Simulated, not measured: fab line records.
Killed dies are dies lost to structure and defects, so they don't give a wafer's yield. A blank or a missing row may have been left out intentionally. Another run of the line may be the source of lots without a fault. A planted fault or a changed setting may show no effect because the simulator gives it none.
2 desks, one fault / flow nand_harc / each desk has only its own numbers; what lay behind them comes last

THE METROLOGY DESK
What the gauges read, lot by lot, whatever tool the lot ran on: means of the sampled wafers that have a number. The brackets show how far a lot's mean lies from the usual mean; more than 4 standard deviations puts the lot out of limits, marked OUT.
Columns: A = thk_nm at NHARC_A_M0_THK_MEAS_24, usual 113.7 nm; B = cd_nm at NHARC_A_M1_CD_MEAS_09, usual 120.0 nm
lot=L444; first seen here=day 23 08:13; A=113.7; B=120.2
lot=L446; first seen here=day 23 14:33; A=115.6; B=120.4
lot=L447; first seen here=day 24 17:44; A=114.8; B=120.3
lot=L448; first seen here=day 25 13:58; A=114.4; B=119.9
lot=L450; first seen here=day 26 04:28; A=112.4; B=119.3
lot=L451; first seen here=day 27 00:53; A=112.2; B=119.8
lot=L459; first seen here=day 30 09:59; A=112.2; B=129.8 (+17) OUT
lot=L463; first seen here=day 30 22:40; A=113.9; B=120.2
lot=L462; first seen here=day 31 08:00; A=116.1; B=126.7 (+11) OUT
lot=L465; first seen here=day 32 02:49; A=115.0; B=120.2
lot=L466; first seen here=day 32 12:58; A=115.2; B=120.7
This desk's finding: out of limits on L459, L462; first on L459, day 30 11:32 (cd_nm at NHARC_A_M1_CD_MEAS_09). In limits: L444, L446, L447, L448, L450, L451, L463, L465, L466.

DESK OF THE TOOL OWNER: litho_track-01
The tool's own readings at NHARC_A_M1_PEB_07 (peb time 65 s): means of the sampled wafers that have a number, for each lot that ran on this tool. The brackets show how far a lot's mean lies from the usual mean; more than 4 standard deviations puts the lot out of limits, marked OUT.
Columns: A = heater_power_total_W at NHARC_A_M1_PEB_07, usual 156.6 W; B = plate_temp_C at NHARC_A_M1_PEB_07, usual 100.03 C; C = resist_line_temp_C at NHARC_A_M1_PEB_07, usual 22.99 C
lot=L450; first seen here=day 26 05:56; A=156.6; B=100.09; C=22.97
lot=L451; first seen here=day 27 02:22; A=156.8; B=100.12; C=23.07
lot=L459; first seen here=day 30 11:28; A=162.4 (+14) OUT; B=102.79 (+23) OUT; C=23.08
lot=L462; first seen here=day 31 09:28; A=162.8 (+15) OUT; B=102.81 (+23) OUT; C=23.00
This desk's finding: out of limits on L459, L462; first on L459, day 30 11:28 (heater_power_total_W at NHARC_A_M1_PEB_07). In limits: L450, L451.

BROUGHT TOGETHER
The tool owner's desk could have raised an alarm at day 30 11:28, on L459, L462.
L459, L462 would have let the metrology desk raise an alarm at day 30 11:32.
On litho_track-01, each named lot ran NHARC_A_M1_PEB_07.

WHAT THE SIMULATOR PUT IN
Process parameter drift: litho_track-01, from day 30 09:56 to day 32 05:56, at NHARC_A_M1_PEB_07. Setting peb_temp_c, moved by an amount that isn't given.
Lots struck among those shown: L459, L462.
Counting hours from when the fault started, the first reading out of limits came at 2 for the tool owner's desk and at 2 for the metrology desk.
